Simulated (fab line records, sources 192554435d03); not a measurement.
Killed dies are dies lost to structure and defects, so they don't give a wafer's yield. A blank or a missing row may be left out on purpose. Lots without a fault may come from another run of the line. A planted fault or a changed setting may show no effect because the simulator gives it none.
A struck lot beside a sound one | flow n5_finfet | 27 steps out of a route of 1938
Sound: wafers L727.2, L727.4, L727.5. Struck: wafers L722.1, L722.2, L722.3. The cause comes at the end.
At each step with rows: each side's tool, then ch and its chambers, then its first start. Under that, the readings that differ: sound wafers | struck wafers | difference of the means | sigmas: that difference in standard deviations of wafers without a fault.
alike: readings whose means differ by less than 2 such deviations, and words and numbers that are the same on both sides. not compared: withheld readings, readings that some wafer has no value for, bounds like >300 that may hide the same value, and numbers for which the record gives no deviation and whose values overlap.
The two part at a step that has a row with sigmas, a row that says differs or no value, or rows on one side only. Numbers that don't overlap but have no deviation are shown without sigmas and don't part them. A reading that every wafer of one side lacks parts them only if that side has two wafers or more.

first, 8 steps without rows for these wafers: N5_BEOL_M1_CMP_52 (polishes, stops on SiOC, t overpolish 6.8 s, target thk 40 nm); N5_BEOL_M1_PRE_CLEAN_60 (time 15 s); N5_BEOL_M1_CO_CAP_55 (material Co, precursor CCTBA/H2, target thk 2 nm, time 102.1 s); N5_BEOL_M1_PRE_CLEAN_56 (time 15 s); N5_BEOL_M1_DEP_57 (deposits SiCN from 3MS/NH3, target thk 8 nm, time 14 s); N5_BEOL_M2_ILD_DEP_00 (deposits SiOC from DEMS/O2, target thk 79 nm, time 15.3 s); N5_BEOL_M2_PECVD_72 (deposits SiO2 from TEOS/O2, target thk 16 nm, time 18 s); N5_BEOL_M2_HM_DEP_02 (deposits TiN, target thk 20 nm).
N5_BEOL_M2_COAT_61: time 60 s, resist thk 60 nm.
  sound on litho_track-05 ch 0, day 10 01:32; struck on litho_track-02 ch 0, day 8 14:40
  reading                                  | sound                | struck               | difference | sigmas
  spin_speed_rpm (rpm)                     | 1498.3 1500.1 1499.7 | 1544.9 1545.1 1545.1 | +45.7      | +38
  model.SOC_of_BEOL_M2_COAT_61.thk_nm (nm) | 60 60 60             | 59 59 59             | -1         |
then, 11 steps without rows for these wafers: N5_BEOL_M2_COAT_62 (time 60 s, resist thk 12 nm); N5_BEOL_M2_COAT_73 (time 60 s, resist thk 5 nm); N5_BEOL_M2_COAT_05 (resist thk 30 nm); N5_BEOL_M2_EBR_07; N5_BEOL_M2_SOFTBAKE_06 (time 60 s); N5_BEOL_M2_EXPOSE_08 (exposes mask M2); N5_BEOL_M2_PEB_09 (peb time 60 s); N5_BEOL_M2_DEVELOP_10 (develop time 30 s); N5_BEOL_M2_DESCUM_16 (chemistry O2, time 7 s); N5_BEOL_M2_ETCH_74 (etches underlayer in N2/H2, target depth 6.5 nm, time 5.2 s); N5_BEOL_M2_ETCH_63 (etches SiARC in CF4, target depth 15.6 nm, time 26 s).
N5_BEOL_M2_ETCH_64: etches SOC in N2/H2, target depth 75 nm, overetch 22.5 nm, time 121.9 s.
  sound on rie_diel-01 ch 0,1,3, day 10 02:10; struck on rie_diel-01 ch 0,1,2, day 8 15:08
  reading                  | sound             | struck            | difference | sigmas
  model.etch.depth_nm (nm) | 60.02 59.93 60.08 | 59.04 59.02 59.09 | -0.96      |
  alike: drypump_motor_current_A, oes_product_au, rf_vpp_V, showerhead_plenum_p_Torr, throttle_valve_pct
  not compared: rf_hours_counter_h
then, 3 steps without rows for these wafers: N5_BEOL_M2_STRIP_65 (strips in N2/H2); N5_BEOL_M2_STRIP_75 (strips in N2/H2); N5_BEOL_M2_STRIP_66 (strips in CF4).
N5_BEOL_M2_HM_OPEN_17: chemistry Cl2/BCl3, target TiN, target depth 20 nm, overetch 6 nm.
  sound on rie_metal-01 ch 0,1, day 10 02:20; struck on rie_metal-01 ch 0,1, day 8 15:19
  reading                                  | sound        | struck     | difference | sigmas
  model.SOC_of_BEOL_M2_COAT_61.thk_nm (nm) | 52.2 51.8 52 | 51 51.2 51 | -1         |
  alike: drypump_motor_current_A, oes_product_au, throttle_valve_pct
  not compared: rf_hours_counter_h
then, 1 step without rows for these wafers: N5_BEOL_M2_STRIP_19 (strips in O2).
N5_BEOL_M4_RC_MEAS_101:
  sound on prober-01 ch 0, day 11 10:16; struck on prober-01 ch 0, day 10 04:49
  alike: DIBL_N, DIBL_P, IOFF_N, IOFF_P, ION_N, ION_P, SS_N, SS_P, VT_N, VT_P

WHERE THEY PART
Only at N5_BEOL_M2_COAT_61, within this record. Later steps at which nothing parts them and some readings are alike: N5_BEOL_M2_ETCH_64, N5_BEOL_M2_HM_OPEN_17, N5_BEOL_M4_RC_MEAS_101.

WHY: what the simulator had put in
Process parameter drift: litho_track-02, from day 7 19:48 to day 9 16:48, at N5_BEOL_M2_COAT_61. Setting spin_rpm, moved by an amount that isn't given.
